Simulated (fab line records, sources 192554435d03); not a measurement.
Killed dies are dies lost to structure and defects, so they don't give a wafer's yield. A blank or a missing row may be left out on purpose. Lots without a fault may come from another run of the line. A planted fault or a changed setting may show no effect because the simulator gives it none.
Split-lot experiment | flow n5_finfet | 7 lots, 21 wafers read, on a route of 1938 steps

THE SPLIT
At N5_BEOL_M4_EXPOSE_08 (exposes mask M4), the setting dose_mj was moved away from the recipe's 41.25 on 7 of the 21 wafers read, by -7.3% to -2.2%. The other wafers ran this setting at the recipe's value.

FROM THE SPLIT TO THE READING: what the file shows between them, 2 steps
- N5_BEOL_M4_PEB_09: peb time 60 s
- N5_BEOL_M4_DEVELOP_10: develop time 30 s

THE READING
cd_nm, in nm, at N5_BEOL_M4_CD_MEAS_11 (target cd 16.79 nm). Fault-free wafers of this fab line usually give 16.7 nm, standard deviation 0.32 nm.

wafer  | tool, chamber at the split | dose_mj as run | against the recipe | cd_nm, nm | against lot-mates on the recipe
L081.1 | euv_scanner-02, 0          | 41.25          | recipe             | 16.7      | -
L081.3 | euv_scanner-02, 0          | 38.23          | -7.3%              | 14.7      | -1.8
L081.4 | euv_scanner-02, 0          | 41.25          | recipe             | 16.4      | -
L080.2 | euv_scanner-01, 0          | 41.25          | recipe             | 16.7      | -
L080.4 | euv_scanner-01, 0          | 39.48          | -4.3%              | 16.1      | -0.5
L080.6 | euv_scanner-01, 0          | 41.25          | recipe             | 16.6      | -
L082.2 | euv_scanner-02, 0          | 41.25          | recipe             | 16.8      | -
L082.3 | euv_scanner-02, 0          | 39.28          | -4.8%              | 15.6      | -1.2
L082.5 | euv_scanner-02, 0          | 39.28          | -4.8%              | 15.8      | -1.0
L088.1 | euv_scanner-02, 0          | 41.25          | recipe             | 16.8      | -
L088.3 | euv_scanner-02, 0          | 41.25          | recipe             | 16.8      | -
L088.5 | euv_scanner-02, 0          | 41.25          | recipe             | 16.8      | -
L091.2 | euv_scanner-01, 0          | 41.25          | recipe             | 16.7      | -
L091.3 | euv_scanner-01, 0          | 41.25          | recipe             | 17.0      | -
L091.4 | euv_scanner-01, 0          | 41.25          | recipe             | 16.7      | -
L094.1 | euv_scanner-02, 0          | 40.1           | -2.8%              | 16.3      | -0.7
L094.3 | euv_scanner-02, 0          | 40.1           | -2.8%              | 16.2      | -0.8
L094.5 | euv_scanner-02, 0          | 41.25          | recipe             | 17.0      | -
L097.3 | euv_scanner-02, 0          | 41.25          | recipe             | 16.5      | -
L097.4 | euv_scanner-02, 0          | 41.25          | recipe             | 16.5      | -
L097.6 | euv_scanner-02, 0          | 40.34          | -2.2%              | 16.4      | -0.1

THE FIT
A straight line over all 21 wafers: cd_nm changes by +0.226 nm for each +1% of dose_mj; r = +0.93; the points scatter about the line by 0.2 nm.
The same after taking each lot's own level away (the mean of its wafers on the recipe; 21 wafers): +0.227 nm for each +1%; r = +0.95; scatter 0.17 nm.
On that fit, the largest move of dose_mj shifts the reading by 1.7 nm.
The lots' own levels span 16.50 to 17.00 nm, that is 1.6 times the standard deviation above.
So the lot-to-lot level changes the slope little: the two slopes agree.
Check: with one of the wafers moved furthest among these (-7.3%) left out of the fit, the line predicts -1.5 nm for it against its lot-mates. It came out at -1.85 nm against them.

OTHER SPLITS ON THESE WAFERS
These wafers also went through other splits before the reading. Each is held against what the fit with the lots' levels taken away leaves over:
other split on the same wafers       | wafers away from the commonest value | r with cd_nm (lot level and that fit taken away)
N5_MOL_CONTACT_COAG_COAT_58 spin_rpm | 9                                    | -0.08
N5_MOL_CONTACT_COAG_COAT_64 spin_rpm | 6                                    | +0.07
N5_BEOL_M0_ETCH_109 bias_w           | 5                                    | +0.14
N5_BEOL_M1_ETCH_64 bias_w            | 5                                    | -0.26
N5_BEOL_M2_ETCH_64 source_w          | 8                                    | +0.01
N5_BEOL_M2_COAT_22 spin_rpm          | 6                                    | -0.04
N5_BEOL_M4_COAT_73 spin_rpm          | 7                                    | +0.35

THE WHOLE CHAIN: every reading that the file lists as answering this split, in the file's order
step                  | what it does                                                | reading                                                               | change (the file's fit)               | r (the file's)
N5_BEOL_M4_CD_MEAS_11 | target cd 16.79 nm                                          | cd_nm                                                                 | +0.222 nm for each +1% of the setting | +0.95
N5_BEOL_M4_ETCH_74    | etches underlayer in N2/H2, target depth 6.5 nm, time 5.2 s | BEOL_M4.cd_offset_nm (the simulator's own value, which no gauge read) | +0.193 nm for each +1% of the setting | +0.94
N5_BEOL_M4_ETCH_63    | etches SiARC in CF4, target depth 15.6 nm, time 26 s        | BEOL_M4.cd_offset_nm (the simulator's own value, which no gauge read) | +0.166 nm for each +1% of the setting | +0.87

THE FILE'S OWN FIT
cd_nm changes by +0.222 nm for each +1% of dose_mj, r = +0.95.
